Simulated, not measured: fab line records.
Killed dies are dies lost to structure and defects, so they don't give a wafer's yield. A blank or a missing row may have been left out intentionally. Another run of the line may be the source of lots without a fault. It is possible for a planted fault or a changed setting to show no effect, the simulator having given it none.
What tool caused it?    flow n5-finfet    21 lots with 63 wafers sampled at 6 steps, on a route of 1938 steps

## WHAT THE GAUGES SHOWED, per wafer
No reading from a measuring or inspecting step in the record can be judged against a usual standard deviation.

## WHAT TOOL EACH LOT RAN ON (gives the tool, then ch and the chambers of the sampled wafers, and finally the start)
lot   N5_BEOL_M12_ETCH_38                 N5_BEOL_M12_SPUTTER_45        N5_BEOL_M12_CMP_49             N5_BEOL_M13_ETCH_67                 N5_BEOL_M14_SPUTTER_45        N5_BEOL_M15_DESCUM_15
L076  rie-diel-04 ch 0,1,2, day 11 02:52  pvd-sputter-02, day 11 03:22  cmp-03 ch 2,3, day 11 04:47    rie-diel-03 ch 1,2,3, day 11 07:16  pvd-sputter-03, day 11 19:40  rie-diel-06 ch 1,2,3, day 11 21:31
L074  rie-diel-05 ch 1,2, day 11 03:14    pvd-sputter-02, day 11 03:46  cmp-02 ch 0,2, day 11 05:04    rie-diel-06 ch 2,3, day 11 07:43    pvd-sputter-02, day 11 19:44  rie-diel-03 ch 0,2, day 11 21:52
L078  rie-diel-02 ch 1,3, day 11 20:19    pvd-sputter-02, day 11 20:52  cmp-01 ch 0,2,3, day 11 22:16  rie-diel-06 ch 0,1, day 12 00:11    pvd-sputter-01, day 12 09:09  rie-diel-03 ch 1,2,3, day 12 11:20
L079  rie-diel-04 ch 0,1,2, day 12 03:53  pvd-sputter-02, day 12 04:37  cmp-01 ch 0,2, day 12 05:12    rie-diel-06 ch 2,3, day 12 07:20    pvd-sputter-01, day 12 15:23  rie-diel-03 ch 1,2,3, day 12 17:25
L082  rie-diel-05 ch 0,1,3, day 13 09:56  pvd-sputter-02, day 13 10:25  cmp-03 ch 0,1,2, day 13 11:01  rie-diel-06 ch 0,1,2, day 13 13:02  pvd-sputter-01, day 13 21:38  rie-diel-06 ch 1,2,3, day 13 23:23
L081  rie-diel-05 ch 0,1, day 13 10:02    pvd-sputter-01, day 13 10:29  cmp-01 ch 1,3, day 13 11:04    rie-diel-03 ch 0,1, day 13 13:19    pvd-sputter-02, day 13 21:58  rie-diel-03 ch 0,1,2, day 14 00:17
L085  rie-diel-04 ch 1,2,3, day 13 11:17  pvd-sputter-01, day 13 12:11  cmp-02 ch 1,2,3, day 13 12:52  rie-diel-06 ch 1,2, day 13 15:23    pvd-sputter-01, day 14 01:48  rie-diel-06 ch 0,2, day 14 03:49
L083  rie-diel-02 ch 0,1,3, day 13 12:10  pvd-sputter-01, day 13 13:16  cmp-01 ch 1,2,3, day 13 13:49  rie-diel-06 ch 0,1,3, day 13 16:25  pvd-sputter-01, day 14 02:07  rie-diel-06 ch 0,3, day 14 04:14
L084  rie-diel-02 ch 0,2, day 13 13:28    pvd-sputter-01, day 13 14:34  cmp-02 ch 0,1,3, day 13 15:07  rie-diel-06 ch 0,1,3, day 13 17:34  pvd-sputter-02, day 14 02:08  rie-diel-01 ch 0,2, day 14 04:23
L087  rie-diel-04 ch 1,3, day 14 07:52    pvd-sputter-02, day 14 08:29  cmp-02 ch 0,3, day 14 09:16    rie-diel-03 ch 0,2, day 14 11:23    pvd-sputter-03, day 14 19:41  rie-diel-01 ch 0,1, day 14 21:26
L088  rie-diel-04 ch 0,1,3, day 14 13:43  pvd-sputter-02, day 14 14:20  cmp-03 ch 0,2,3, day 14 15:11  rie-diel-06 ch 0,3, day 14 17:20    pvd-sputter-03, day 15 04:02  rie-diel-06 ch 0,1,3, day 15 06:10
L086  rie-diel-04 ch 0,1,3, day 14 13:49  pvd-sputter-03, day 14 14:25  cmp-01 ch 0,1,2, day 14 15:29  rie-diel-03 ch 0,1,3, day 14 18:01  pvd-sputter-03, day 15 04:36  rie-diel-01 ch 0,1,3, day 15 06:34
L089  rie-diel-02 ch 0,2,3, day 15 09:16  pvd-sputter-02, day 15 09:46  cmp-03 ch 0,2, day 15 10:24    rie-diel-03 ch 0,1, day 15 12:49    pvd-sputter-01, day 15 22:02  rie-diel-01 ch 0,1,2, day 15 23:54
L093  rie-diel-05 ch 0,1,2, day 15 10:16  pvd-sputter-03, day 15 10:55  cmp-01 ch 1,2,3, day 15 11:33  rie-diel-03 ch 0,2,3, day 15 13:33  pvd-sputter-01, day 16 02:09  rie-diel-01 ch 0,3, day 16 04:04
L091  rie-diel-02 ch 0,3, day 15 12:53    pvd-sputter-02, day 15 13:41  cmp-01 ch 0,1,2, day 15 14:19  rie-diel-01 ch 1,2, day 15 16:22    pvd-sputter-01, day 16 03:02  rie-diel-06 ch 0,3, day 16 05:16
L090  rie-diel-05 ch 0,2, day 15 13:13    pvd-sputter-02, day 15 14:00  cmp-02 ch 1,3, day 15 14:36    rie-diel-03 ch 1,3, day 15 16:42    pvd-sputter-01, day 16 03:26  rie-diel-06 ch 0,1,2, day 16 06:43
L092  rie-diel-02 ch 0,1,3, day 15 16:13  pvd-sputter-03, day 15 16:52  cmp-01 ch 0,1,2, day 15 17:25  rie-diel-01 ch 0,1,3, day 15 19:26  pvd-sputter-03, day 16 03:41  rie-diel-06 ch 0,2,3, day 16 07:16
L095  rie-diel-04 ch 1,2, day 16 17:10    pvd-sputter-02, day 16 18:47  cmp-02 ch 0,1, day 16 19:20    rie-diel-03 ch 0,1, day 16 21:20    pvd-sputter-03, day 17 09:34  rie-diel-03 ch 2,3, day 17 11:38
L094  rie-diel-05 ch 0,2,3, day 17 01:34  pvd-sputter-02, day 17 02:14  cmp-02 ch 0,3, day 17 02:49    rie-diel-03 ch 0,3, day 17 05:10    pvd-sputter-03, day 17 14:33  rie-diel-01 ch 0,2,3, day 17 16:55
L097  rie-diel-02 ch 2,3, day 17 02:08    pvd-sputter-02, day 17 02:54  cmp-01 ch 2,3, day 17 03:28    rie-diel-06 ch 1,3, day 17 05:53    pvd-sputter-02, day 17 17:59  rie-diel-06 ch 0,2,3, day 17 19:53
L096  rie-diel-05 ch 1,2, day 17 13:11    pvd-sputter-03, day 17 13:57  cmp-01 ch 0,2, day 17 14:33    rie-diel-06 ch 0,1,3, day 17 17:01  pvd-sputter-01, day 18 03:44  rie-diel-03 ch 0,1,2, day 18 05:56
- N5_BEOL_M12_ETCH_38: etches SiCN in CF4/N2, target depth 68.7 nm, time 73.4 s.
- N5_BEOL_M12_SPUTTER_45: material Cu, target thk 80 nm, time 13.33 s.
- N5_BEOL_M12_CMP_49: polishes, stops on SiOC, t overpolish 20.6 s, target thk 320 nm.
- N5_BEOL_M13_ETCH_67: etches SiARC in CF4, target depth 143 nm, time 238.3 s.
- N5_BEOL_M14_SPUTTER_45: material Cu, target thk 100 nm, time 16.67 s.
- N5_BEOL_M15_DESCUM_15: chemistry O2, time 7.9 s.

## AS READ BY THE TOOLS THEMSELVES (means over the sampled wafers that have a number; for cases with no such wafer, the mark the record gives instead)
N5_BEOL_M12_ETCH_38.
lot   tool         chamber-pressure-mTorr (mTorr)  drypump-motor-current-A (A)  oes-product-au (a.u.)  rf-vpp-V (V)  showerhead-plenum-p-Torr (Torr)  throttle-valve-pct (%)
L076  rie-diel-04  40.01                           5.5                          0.93                   381.9         2.19                             15.11
L074  rie-diel-05  39.99                           6.2                          0.93                   382.4         2.23                             15.41
L078  rie-diel-02  40.00                           5.4                          0.83                   382.6         2.23                             15.26
L079  rie-diel-04  40.02                           5.5                          0.91                   381.5         2.18                             15.13
L082  rie-diel-05  39.98                           5.5                          0.83                   382.4         2.21                             15.38
L081  rie-diel-05  39.97                           5.7                          0.83                   380.7         2.14                             15.34
L085  rie-diel-04  40.00                           5.9                          0.83                   382.6         2.21                             15.35
L083  rie-diel-02  39.97                           5.5                          0.78                   382.4         2.18                             15.32
L084  rie-diel-02  39.99                           5.9                          0.73                   381.4         2.16                             15.41
L087  rie-diel-04  40.03                           6.1                          0.72                   383.4         2.24                             15.48
L088  rie-diel-04  40.01                           5.7                          0.78                   382.4         2.21                             15.29
L086  rie-diel-04  39.98                           5.7                          0.78                   381.7         2.21                             15.29
L089  rie-diel-02  40.02                           5.9                          0.76                   382.4         2.20                             15.30
L093  rie-diel-05  40.01                           5.9                          0.83                   381.2         2.17                             15.43
L091  rie-diel-02  39.98                           5.7                          0.72                   380.1         2.13                             15.40
L090  rie-diel-05  39.97                           6.3                          0.87                   381.9         2.22                             15.42
L092  rie-diel-02  40.02                           5.6                          0.76                   381.0         2.18                             15.35
L095  rie-diel-04  40.01                           5.5                          0.83                   382.0         2.20                             15.32
L094  rie-diel-05  40.03                           5.8                          0.83                   382.4         2.24                             15.44
L097  rie-diel-02  40.02                           5.9                          0.79                   383.2         2.25                             15.20
L096  rie-diel-05  40.01                           6.2                          0.84                   382.3         2.21                             15.51

N5_BEOL_M12_SPUTTER_45.
lot   tool            throttle-valve-pct (%)
L076  pvd-sputter-02  30.0
L074  pvd-sputter-02  30.4
L078  pvd-sputter-02  30.2
L079  pvd-sputter-02  30.2
L082  pvd-sputter-02  30.0
L081  pvd-sputter-01  30.4
L085  pvd-sputter-01  30.4
L083  pvd-sputter-01  30.7
L084  pvd-sputter-01  30.8
L087  pvd-sputter-02  30.2
L088  pvd-sputter-02  30.4
L086  pvd-sputter-03  29.9
L089  pvd-sputter-02  29.7
L093  pvd-sputter-03  29.5
L091  pvd-sputter-02  30.4
L090  pvd-sputter-02  30.7
L092  pvd-sputter-03  29.9
L095  pvd-sputter-02  30.5
L094  pvd-sputter-02  30.3
L097  pvd-sputter-02  30.1
L096  pvd-sputter-03  29.9

N5_BEOL_M12_CMP_49.
lot   tool    barrier-field-endpoint-s (s)  clearing-platen-down-force-psi (psi)  motor-current-A (A)  overpolish-run-s (s)  pad-life-wafers
L076  cmp-03  29.0                          1.5005                                6.8                  20.603                96
L074  cmp-02  30.0                          1.5013                                5.8                  20.607                607
L078  cmp-01  28.0                          1.4978                                6.5                  20.589                440
L079  cmp-01  29.8                          1.4979                                6.4                  20.598                506
L082  cmp-03  30.4                          1.4990                                6.3                  20.599                524
L081  cmp-01  29.1                          1.5005                                6.2                  20.595                728
L085  cmp-02  30.9                          1.5012                                5.7                  20.599                993
L083  cmp-01  30.1                          1.5030                                6.0                  20.602                752
L084  cmp-02  30.1                          1.5036                                5.6                  20.594                1009
L087  cmp-02  29.6                          1.5002                                5.8                  20.602                1142
L088  cmp-03  29.9                          1.4994                                6.7                  20.607                745
L086  cmp-01  29.7                          1.5005                                6.1                  20.609                962
L089  cmp-03  30.6                          1.5008                                6.9                  20.604                865
L093  cmp-01  30.1                          1.4997                                6.0                  20.600                1112
L091  cmp-01  29.7                          1.4992                                6.2                  20.605                1142
L090  cmp-02  29.3                          1.5000                                5.5                  20.595                1352
L092  cmp-01  30.6                          1.5018                                6.1                  20.601                1165
L095  cmp-02  30.4                          1.5028                                5.5                  20.594                1566
L094  cmp-02  30.7                          1.4981                                6.1                  20.600                1632
L097  cmp-01  29.8                          1.5006                                6.5                  20.600                1430
L096  cmp-01  29.1                          1.4997                                6.6                  20.602                1538

N5_BEOL_M13_ETCH_67.
lot   tool         chamber-pressure-mTorr (mTorr)  drypump-motor-current-A (A)  etch-rf-on-time-s (s)  oes-product-au (a.u.)  rf-vpp-V (V)  showerhead-plenum-p-Torr (Torr)  throttle-valve-pct (%)
L076  rie-diel-03  40.01                           5.9                          237                    0.72                   185.0         2.16                             15.56
L074  rie-diel-06  40.01                           5.2                          239                    0.71                   184.4         2.14                             15.27
L078  rie-diel-06  40.04                           5.8                          246                    0.62                   184.3         2.06                             15.81
L079  rie-diel-06  40.00                           5.5                          241                    0.68                   184.9         2.18                             15.44
L082  rie-diel-06  40.01                           5.4                          243                    0.64                   183.2         2.08                             15.59
L081  rie-diel-03  40.00                           6.2                          239                    0.76                   184.8         2.17                             15.22
L085  rie-diel-06  40.01                           5.0                          239                    0.68                   182.8         2.09                             15.35
L083  rie-diel-06  40.00                           5.7                          243                    0.62                   184.4         2.13                             15.74
L084  rie-diel-06  40.00                           5.6                          242                    0.63                   184.5         2.13                             15.75
L087  rie-diel-03  40.01                           6.6                          232                    0.77                   183.1         2.13                             15.39
L088  rie-diel-06  40.02                           6.0                          246                    0.62                   182.8         2.10                             15.81
L086  rie-diel-03  40.02                           5.9                          240                    0.76                   185.0         2.17                             15.33
L089  rie-diel-03  39.98                           6.0                          245                    0.72                   184.6         2.16                             15.34
L093  rie-diel-03  39.99                           6.2                          235                    0.76                   183.5         2.15                             15.38
L091  rie-diel-01  40.02                           5.2                          234                    0.60                   185.2         2.18                             15.73
L090  rie-diel-03  39.99                           5.6                          244                    0.73                   184.4         2.17                             15.42
L092  rie-diel-01  40.01                           5.3                          239                    0.60                   183.5         2.12                             15.85
L095  rie-diel-03  39.99                           6.0                          243                    0.71                   185.2         2.16                             15.33
L094  rie-diel-03  40.02                           6.1                          238                    0.75                   185.9         2.17                             15.29
L097  rie-diel-06  40.01                           5.2                          235                    0.74                   184.2         2.14                             15.43
L096  rie-diel-06  40.01                           5.6                          239                    0.67                   184.0         2.11                             15.63

N5_BEOL_M14_SPUTTER_45.
lot   tool            throttle-valve-pct (%)
L076  pvd-sputter-03  30.1
L074  pvd-sputter-02  30.4
L078  pvd-sputter-01  30.2
L079  pvd-sputter-01  30.3
L082  pvd-sputter-01  30.8
L081  pvd-sputter-02  30.6
L085  pvd-sputter-01  31.0
L083  pvd-sputter-01  30.9
L084  pvd-sputter-02  30.4
L087  pvd-sputter-03  29.8
L088  pvd-sputter-03  30.0
L086  pvd-sputter-03  29.5
L089  pvd-sputter-01  30.4
L093  pvd-sputter-01  30.9
L091  pvd-sputter-01  30.9
L090  pvd-sputter-01  30.3
L092  pvd-sputter-03  29.3
L095  pvd-sputter-03  29.1
L094  pvd-sputter-03  29.1
L097  pvd-sputter-02  30.2
L096  pvd-sputter-01  30.3

N5_BEOL_M15_DESCUM_15.
lot   tool         chamber-pressure-mTorr (mTorr)  drypump-motor-current-A (A)  oes-product-au (a.u.)  rf-vpp-V (V)  showerhead-plenum-p-Torr (Torr)  throttle-valve-pct (%)
L076  rie-diel-06  20.010                          5.3                          0.78                   242.6         2.10                             20.29
L074  rie-diel-03  20.007                          6.6                          0.95                   243.2         2.10                             20.28
L078  rie-diel-03  20.012                          5.9                          0.83                   243.6         2.12                             20.48
L079  rie-diel-03  19.995                          5.9                          0.82                   243.7         2.12                             20.48
L082  rie-diel-06  20.004                          5.2                          0.77                   244.1         2.10                             20.31
L081  rie-diel-03  19.998                          6.3                          0.88                   242.9         2.11                             20.26
L085  rie-diel-06  19.995                          5.4                          0.80                   241.8         2.02                             20.22
L083  rie-diel-06  20.009                          6.1                          0.74                   242.7         2.05                             20.55
L084  rie-diel-01  20.010                          5.7                          0.75                   243.2         2.08                             20.50
L087  rie-diel-01  20.020                          5.0                          0.71                   243.3         2.11                             20.52
L088  rie-diel-06  19.988                          5.6                          0.82                   243.5         2.07                             20.40
L086  rie-diel-01  19.998                          5.3                          0.71                   242.7         2.07                             20.66
L089  rie-diel-01  19.996                          5.4                          0.72                   243.2         2.10                             20.54
L093  rie-diel-01  19.990                          5.4                          0.72                   243.1         2.05                             20.81
L091  rie-diel-06  19.994                          5.9                          0.73                   242.8         2.11                             20.48
L090  rie-diel-06  19.997                          5.4                          0.83                   241.9         2.02                             20.30
L092  rie-diel-06  20.002                          5.6                          0.76                   242.4         2.06                             20.37
L095  rie-diel-03  19.999                          5.8                          0.89                   242.9         2.12                             20.48
L094  rie-diel-01  19.974                          5.7                          0.71                   242.8         2.04                             20.68
L097  rie-diel-06  19.993                          5.7                          0.75                   242.8         2.06                             20.38
L096  rie-diel-03  20.004                          6.3                          0.85                   243.3         2.10                             20.30

## THE ANSWER, worked out from the rows above alone
Rule: usual is defined by the lots themselves. Put in order of their means at a reading, lots are off if they are a third of the lots or fewer, leave a main group of 4 or more, and stand apart from it by a gap of 3 or more times the standard deviation of the main group's means; of several such gaps the widest counts. Not used: any main group whose means are identical at the precision the tables above print for the reading. Also off: a lot with no number at a reading for which 4 or more lots have one. The other lots that the step has rows for count as sound. After the gauges, taken in route order, come the tools' own readings; for these a lot's mean is taken, as printed above. At the first step where some lot is off, the reading lying furthest off is the one used; lots without a number count as furthest.
Nothing can be told from this: no lot is off at any reading shown.

## WHAT THE SIMULATOR HAD PUT IN
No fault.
